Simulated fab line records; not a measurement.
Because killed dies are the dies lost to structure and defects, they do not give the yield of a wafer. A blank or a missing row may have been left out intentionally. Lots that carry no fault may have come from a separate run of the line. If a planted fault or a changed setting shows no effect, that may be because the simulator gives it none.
Split-lot trial | flow n5-finfet | 39 wafers read from 7 lots, route of 1938 steps

ON THE SPLIT
At N5_DUMMY_GATE_ETCH_32 (etches SiO2 in CF4, target depth 3.5 nm, time 3.9 s), the setting time-s was moved away from the recipe's 3.9 s on 9 of the 39 wafers read, by -31.2% to +53.4%. The other wafers ran this setting at the recipe's value.

The split's own step is where the reading is taken.

THE READING
etch.depth-nm (the simulator's own value, which no gauge read), in nm, at N5_DUMMY_GATE_ETCH_32 (etches SiO2 in CF4, target depth 3.5 nm, time 3.9 s). The file gives no usual value for it. Average 3.574 nm, standard deviation 0.096 nm, over the 30 wafers here run with the recipe.

wafer  | tool, chamber at the split | time-s as run, s | against the recipe | etch.depth-nm, nm | against lot-mates on the recipe
L075.1 | rie-si-03, 1               | 5.982            | +53.4%             | 5.455             | +1.918
L075.2 | rie-si-03, 0               | 3.9              | recipe             | 3.793             | -
L075.3 | rie-si-03, 2               | 3.9              | recipe             | 3.382             | -
L075.4 | rie-si-03, 3               | 5.982            | +53.4%             | 5.281             | +1.744
L075.5 | rie-si-03, 3               | 3.9              | recipe             | 3.436             | -
L075.6 | rie-si-03, 2               | 5.982            | +53.4%             | 5.214             | +1.677
L076.2 | rie-si-06, 1               | 3.9              | recipe             | 3.623             | -
L076.4 | rie-si-06, 3               | 3.9              | recipe             | 3.595             | -
L076.5 | rie-si-06, 3               | 3.9              | recipe             | 3.643             | -
L085.1 | rie-si-06, 1               | 3.9              | recipe             | 3.655             | -
L085.2 | rie-si-06, 2               | 3.9              | recipe             | 3.453             | -
L085.3 | rie-si-06, 0               | 3.9              | recipe             | 3.586             | -
L085.4 | rie-si-06, 3               | 3.9              | recipe             | 3.646             | -
L085.5 | rie-si-06, 3               | 3.9              | recipe             | 3.657             | -
L085.6 | rie-si-06, 2               | 3.9              | recipe             | 3.447             | -
L086.1 | rie-si-06, 0               | 3.9              | recipe             | 3.533             | -
L086.2 | rie-si-06, 2               | 3.9              | recipe             | 3.393             | -
L086.3 | rie-si-06, 1               | 3.9              | recipe             | 3.615             | -
L086.4 | rie-si-06, 3               | 3.9              | recipe             | 3.616             | -
L086.5 | rie-si-06, 3               | 3.9              | recipe             | 3.619             | -
L086.6 | rie-si-06, 2               | 3.9              | recipe             | 3.447             | -
L087.1 | rie-si-05, 0               | 5.909            | +51.5%             | 5.558             | +1.934
L087.2 | rie-si-05, 2               | 5.909            | +51.5%             | 5.002             | +1.378
L087.3 | rie-si-05, 1               | 3.9              | recipe             | 3.703             | -
L087.4 | rie-si-05, 3               | 3.9              | recipe             | 3.498             | -
L087.5 | rie-si-05, 0               | 3.9              | recipe             | 3.67              | -
L087.6 | rie-si-05, 1               | 5.909            | +51.5%             | 5.579             | +1.955
L091.1 | rie-si-06, 0               | 3.9              | recipe             | 3.549             | -
L091.2 | rie-si-06, 2               | 2.685            | -31.2%             | 2.391             | -1.193
L091.3 | rie-si-06, 1               | 3.9              | recipe             | 3.648             | -
L091.4 | rie-si-06, 1               | 2.685            | -31.2%             | 2.524             | -1.060
L091.5 | rie-si-06, 0               | 3.9              | recipe             | 3.554             | -
L091.6 | rie-si-06, 2               | 2.685            | -31.2%             | 2.387             | -1.197
L095.1 | rie-si-06, 3               | 3.9              | recipe             | 3.556             | -
L095.2 | rie-si-06, 1               | 3.9              | recipe             | 3.702             | -
L095.3 | rie-si-06, 2               | 3.9              | recipe             | 3.524             | -
L095.4 | rie-si-06, 0               | 3.9              | recipe             | 3.587             | -
L095.5 | rie-si-06, 2               | 3.9              | recipe             | 3.512             | -
L095.6 | rie-si-06, 3               | 3.9              | recipe             | 3.578             | -

THE FIT
A straight line over all 39 wafers: etch.depth-nm changes by +0.0343 nm for each +1% of time-s; r = +0.99; the points scatter about the line by 0.12 nm.
The same after taking each lot's own level away (the mean of its wafers on the recipe; 39 wafers): +0.0343 nm for each +1%; r = +0.99; scatter 0.12 nm.
That fit puts the effect of the largest move of time-s on the reading at 1.8 nm.
Measured against the standard deviation above, the lots' own levels, which go from 3.5370 to 3.6237 nm, span 0.9 times it.
Hence the lot-to-lot level has little effect on the slope; both slopes agree.
Check: for one of the wafers moved furthest among these (+53.4%), held out of the fit, the line's prediction against its lot-mates is +1.8 nm. Against them it came out at +1.92 nm.

ADDITIONAL SPLITS CARRIED BY THESE WAFERS
Other splits were also applied to these wafers ahead of the reading. Each is held against what the fit with the lots' levels taken away leaves over:
other split on the same wafers | wafers away from the commonest value | r with etch.depth-nm (lot level and that fit taken away)
N5_FIN_SAQP_HM_DEP_03 time-s   | 15                                   | -0.05

FILE'S OWN FIT
etch.depth-nm changes by +0.0342 nm for each +1% of time-s, r = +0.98.
